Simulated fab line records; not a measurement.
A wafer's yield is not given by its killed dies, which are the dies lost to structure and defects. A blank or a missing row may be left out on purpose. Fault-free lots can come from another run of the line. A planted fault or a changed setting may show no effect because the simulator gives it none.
Matching of chambers ; flow nand-harc ; 4 sister chambers for NHARC_P_GATE_DESCUM_61 on rie-diel-10
The step chemistry O2, time 3 s. 4 wafers are shown with their chamber, then 7 later ones without.

WAFERS, EACH WITH ITS CHAMBER
wafer;chamber;drypump-motor-current-A (A)
L461.5;3;5.8
L473.5;2;4.8
L475.1;1;5.7
L475.4;0;5.6

WAFERS MISSING THEIR CHAMBER
wafer;drypump-motor-current-A (A)
L475.6;4.9
L476.1;5.8
L476.4;5.6
L476.6;4.8
L477.2;5.8
L477.3;5.7
L477.4;4.9

WHICH CHAMBER EACH WENT THROUGH
wafer;from the rows above;in truth
L475.6;2;2
L476.1;can't be placed: 3 or 1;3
L476.4;can't be placed: 0 or 1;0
L476.6;2;2
L477.2;can't be placed: 3 or 1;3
L477.3;can't be placed: 1 or 3 or 0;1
L477.4;2;2
Placed correctly: 3 of 7. These rows do not allow placing 4 (true chamber among the candidates in 4). Number placed wrongly: 0.
How it was worked out, from the rows above alone: a wafer's distance from a chamber is the root of the sum, over the readings, of the square of ((its reading less the chamber's mean) divided by the reading's scatter). The wafer belongs to the nearest chamber; if the next one is less than 2 further off, it can't be placed. For every chamber, the mean is computed from those of its wafers that are shown. The scatter: with one shown wafer a chamber, the root of the mean of the squares of how far each hidden wafer lies from its nearest shown one.
